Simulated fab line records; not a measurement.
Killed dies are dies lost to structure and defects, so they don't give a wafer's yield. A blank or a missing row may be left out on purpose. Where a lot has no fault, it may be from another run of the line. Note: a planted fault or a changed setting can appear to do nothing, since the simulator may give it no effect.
Which tool is to blame?	flow n5Finfet	24 lots, 72 wafers sampled, at 5 steps of a route of 1938

## WHAT THE GAUGES SHOWED, per wafer
N5_BEOL_M2_RS_MEAS_58: measures by four-point-probe.
lot	measured	on	M2_RS (ohm/sq)
L074	day 6 22:10	filmMetro-01	0.619 0.630 0.606
L075	day 6 22:42	filmMetro-01	0.638 0.635 0.678
L076	day 7 10:47	filmMetro-02	0.645 0.604 0.622
L077	day 7 18:38	filmMetro-02	0.620 0.664 0.703
L078	day 7 20:35	filmMetro-02	0.655 0.751 0.640
L079	day 7 23:25	filmMetro-02	0.708 0.650 0.693
L080	day 8 10:34	filmMetro-02	0.628 0.680 0.671
L081	day 8 21:54	filmMetro-02	0.671 0.651 0.646
L082	day 8 23:04	filmMetro-01	0.686 0.665 0.632
L083	day 9 02:07	filmMetro-02	0.730 0.626 0.651
L084	day 9 03:32	filmMetro-02	0.657 0.681 0.676
L085	day 9 17:07	filmMetro-01	0.636 0.674 0.659
L086	day 10 03:44	filmMetro-01	0.667 0.678 0.645
L087	day 10 07:18	filmMetro-02	0.643 0.659 0.634
L088	day 10 11:08	filmMetro-01	0.651 0.654 0.667
L089	day 11 07:28	filmMetro-02	0.630 0.652 0.628
L090	day 11 10:13	filmMetro-02	0.648 0.671 0.688
L091	day 11 11:51	filmMetro-02	0.686 0.650 0.641
L093	day 11 16:16	filmMetro-01	0.715 0.685 0.723
L092	day 11 18:13	filmMetro-02	0.689 0.634 0.630
L095	day 12 06:03	filmMetro-01	0.693 0.653 0.633
L094	day 12 08:39	filmMetro-01	0.696 0.724 0.701
L097	day 12 18:52	filmMetro-02	0.640 0.676 0.701
L096	day 13 11:06	filmMetro-01	0.655 0.710 0.686

N5_BEOL_M3_OVL_MEAS_29.
lot	measured	on	V2_OVL (nm)
L074	day 7 00:23	overlay-02	0.9 1.9 -0.2
L075	day 7 00:47	overlay-02	0.8 0.1 0.7
L076	day 7 12:44	overlay-02	0.2 0.7 0.6
L077	day 7 21:24	overlay-02	0.7 0.3 0.6
L078	day 7 22:10	overlay-02	-0.2 -0.5 0.0
L079	day 8 02:13	overlay-01	1.4 1.5 1.6
L080	day 8 13:29	overlay-02	0.2 1.3 0.3
L081	day 9 00:47	overlay-02	-1.0 -0.8 -1.0
L082	day 9 01:10	overlay-02	-0.6 0.6 0.4
L083	day 9 04:25	overlay-02	0.9 0.2 0.0
L084	day 9 06:23	overlay-01	-0.5 -0.5 -0.6
L085	day 9 18:56	overlay-01	0.9 -1.0 0.7
L086	day 10 07:53	overlay-01	-0.3 0.4 0.1
L087	day 10 12:55	overlay-01	-0.6 0.3 0.4
L088	day 10 12:58	overlay-02	0.9 1.8 1.0
L089	day 11 10:48	overlay-01	-0.5 -0.3 -0.6
L090	day 11 12:05	overlay-02	-0.6 -0.4 -0.7
L091	day 11 13:22	overlay-01	-0.8 -0.6 -0.6
L093	day 11 20:53	overlay-01	-0.5 -0.5 0.8
L092	day 11 21:04	overlay-01	-0.9 -0.1 0.4
L095	day 12 08:13	overlay-02	0.2 0.1 1.0
L094	day 12 12:57	overlay-02	-0.1 0.3 -0.2
L097	day 13 03:26	overlay-01	-0.7 0.3 -0.6
L096	day 13 13:10	overlay-02	1.3 -0.3 -0.2

## WHICH TOOL RAN EACH LOT (tool, then ch and the chambers of the sampled wafers, then the start)
lot	N5_BEOL_M2_SPUTTER_90	N5_BEOL_M2_ANNEAL_93	N5_BEOL_M3_HM_DEP_02
L074	pvdSputter-03, day 6 20:25	pvdSputter-03, day 6 20:43	pvdSputter-01, day 6 22:48
L075	pvdSputter-01, day 6 20:55	pvdSputter-01, day 6 21:13	pvdSputter-01, day 6 23:22
L076	pvdSputter-01, day 7 09:04	pvdSputter-01, day 7 09:22	pvdSputter-02, day 7 11:01
L077	pvdSputter-02, day 7 16:44	pvdSputter-02, day 7 17:02	pvdSputter-03, day 7 19:31
L078	pvdSputter-01, day 7 18:53	pvdSputter-01, day 7 19:11	pvdSputter-03, day 7 20:52
L079	pvdSputter-01, day 7 21:41	pvdSputter-01, day 7 21:59	pvdSputter-01, day 8 00:47
L080	pvdSputter-02, day 8 08:48	pvdSputter-02, day 8 09:06	pvdSputter-02, day 8 11:48
L081	pvdSputter-01, day 8 20:06	pvdSputter-01, day 8 20:24	pvdSputter-02, day 8 23:14
L082	pvdSputter-02, day 8 21:22	pvdSputter-02, day 8 21:40	pvdSputter-01, day 8 23:44
L083	pvdSputter-03, day 9 00:24	pvdSputter-03, day 9 00:42	pvdSputter-02, day 9 03:08
L084	pvdSputter-02, day 9 01:50	pvdSputter-02, day 9 02:08	pvdSputter-01, day 9 05:05
L085	pvdSputter-03, day 9 15:16	pvdSputter-03, day 9 15:34	pvdSputter-03, day 9 17:21
L086	pvdSputter-02, day 10 01:19	pvdSputter-02, day 10 01:37	pvdSputter-03, day 10 06:35
L087	pvdSputter-03, day 10 05:35	pvdSputter-03, day 10 05:53	pvdSputter-01, day 10 07:42
L088	pvdSputter-02, day 10 09:26	pvdSputter-02, day 10 09:44	pvdSputter-01, day 10 11:23
L089	pvdSputter-02, day 11 05:14	pvdSputter-02, day 11 05:32	pvdSputter-01, day 11 09:26
L090	pvdSputter-01, day 11 08:23	pvdSputter-01, day 11 08:43	pvdSputter-03, day 11 10:47
L091	pvdSputter-03, day 11 09:41	pvdSputter-03, day 11 09:59	pvdSputter-03, day 11 12:04
L093	pvdSputter-03, day 11 13:55	pvdSputter-03, day 11 14:13	pvdSputter-02, day 11 19:12
L092	pvdSputter-01, day 11 16:09	pvdSputter-01, day 11 16:29	pvdSputter-02, day 11 19:24
L095	pvdSputter-03, day 12 04:03	pvdSputter-03, day 12 04:21	pvdSputter-02, day 12 06:56
L094	pvdSputter-03, day 12 06:41	pvdSputter-03, day 12 06:59	pvdSputter-03, day 12 10:59
L097	pvdSputter-01, day 12 16:51	pvdSputter-01, day 12 17:09	pvdSputter-03, day 13 02:04
L096	pvdSputter-02, day 12 19:40	pvdSputter-02, day 12 19:58	pvdSputter-01, day 13 11:44
- N5_BEOL_M2_SPUTTER_90: material Cu, target thk 4.5 nm, time 8.29 s.
- N5_BEOL_M2_ANNEAL_93: time 240 s.
- N5_BEOL_M3_HM_DEP_02: deposits TiN, target thk 20 nm.

## WHAT THE TOOLS THEMSELVES READ (means of the sampled wafers that have a number; where no wafer has one, the mark that the record gives instead)
N5_BEOL_M2_SPUTTER_90.
lot	tool	chamberPressurePa (Pa)	throttleValvePct (%)
L074	pvdSputter-03	0.06993	30.2
L075	pvdSputter-01	0.07002	30.8
L076	pvdSputter-01	0.07000	31.0
L077	pvdSputter-02	0.06999	30.1
L078	pvdSputter-01	0.06989	30.8
L079	pvdSputter-01	0.06978	30.3
L080	pvdSputter-02	0.07007	30.0
L081	pvdSputter-01	0.06989	30.9
L082	pvdSputter-02	0.07002	30.4
L083	pvdSputter-03	0.07009	29.7
L084	pvdSputter-02	0.07008	30.3
L085	pvdSputter-03	0.06999	29.2
L086	pvdSputter-02	0.07018	30.6
L087	pvdSputter-03	0.06992	29.9
L088	pvdSputter-02	0.07006	30.2
L089	pvdSputter-02	0.06995	29.9
L090	pvdSputter-01	0.07001	30.2
L091	pvdSputter-03	0.07002	30.0
L093	pvdSputter-03	0.06989	29.3
L092	pvdSputter-01	0.07011	30.8
L095	pvdSputter-03	0.07010	29.6
L094	pvdSputter-03	0.07014	29.5
L097	pvdSputter-01	0.07004	29.8
L096	pvdSputter-02	0.06991	30.1

N5_BEOL_M2_ANNEAL_93.
lot	tool	heaterPowerW (W)
L074	pvdSputter-03	792
L075	pvdSputter-01	765
L076	pvdSputter-01	681
L077	pvdSputter-02	854
L078	pvdSputter-01	762
L079	pvdSputter-01	753
L080	pvdSputter-02	814
L081	pvdSputter-01	749
L082	pvdSputter-02	849
L083	pvdSputter-03	853
L084	pvdSputter-02	797
L085	pvdSputter-03	854
L086	pvdSputter-02	853
L087	pvdSputter-03	874
L088	pvdSputter-02	869
L089	pvdSputter-02	792
L090	pvdSputter-01	814
L091	pvdSputter-03	816
L093	pvdSputter-03	858
L092	pvdSputter-01	746
L095	pvdSputter-03	854
L094	pvdSputter-03	852
L097	pvdSputter-01	818
L096	pvdSputter-02	856

N5_BEOL_M3_HM_DEP_02.
lot	tool	chamberPressurePa (Pa)	throttleValvePct (%)
L074	pvdSputter-01	0.5007	30.3
L075	pvdSputter-01	0.5001	29.8
L076	pvdSputter-02	0.4984	30.2
L077	pvdSputter-03	0.5001	29.8
L078	pvdSputter-03	0.5005	29.4
L079	pvdSputter-01	0.5011	30.1
L080	pvdSputter-02	0.4994	30.4
L081	pvdSputter-02	0.5010	30.2
L082	pvdSputter-01	0.4992	30.4
L083	pvdSputter-02	0.4996	30.3
L084	pvdSputter-01	0.4985	30.7
L085	pvdSputter-03	0.4991	29.9
L086	pvdSputter-03	0.5007	29.2
L087	pvdSputter-01	0.4999	31.0
L088	pvdSputter-01	0.5005	30.4
L089	pvdSputter-01	0.4994	30.3
L090	pvdSputter-03	0.5004	29.0
L091	pvdSputter-03	0.4994	29.1
L093	pvdSputter-02	0.5000	30.3
L092	pvdSputter-02	0.4996	30.0
L095	pvdSputter-02	0.4994	30.6
L094	pvdSputter-03	0.4995	29.3
L097	pvdSputter-03	0.4990	29.5
L096	pvdSputter-01	0.4992	30.2

## THE ANSWER, worked out from the rows above alone
Rule: the lots themselves supply what counts as usual. Put in order of their means at a reading, lots are off if they are a third of the lots or fewer, leave a main group of 4 or more, and stand apart from it by a gap of 3 or more times the standard deviation of the main group's means; of several such gaps the widest counts. The tables above print the reading to a certain number of digits; a main group whose means all agree to those digits is not used. Also off: a lot with no number at a reading for which 4 or more lots have one. Where the step has rows for the other lots, those lots are counted as sound. The gauges are gone through in route order, then the tools' own readings, and for those a lot's mean is taken as printed above. At the first step where some lot is off, the reading lying furthest off is the one used; lots without a number count as furthest.
Nothing can be told from this: no lot is off at any reading shown.

## WHAT THE SIMULATOR HAD PUT IN
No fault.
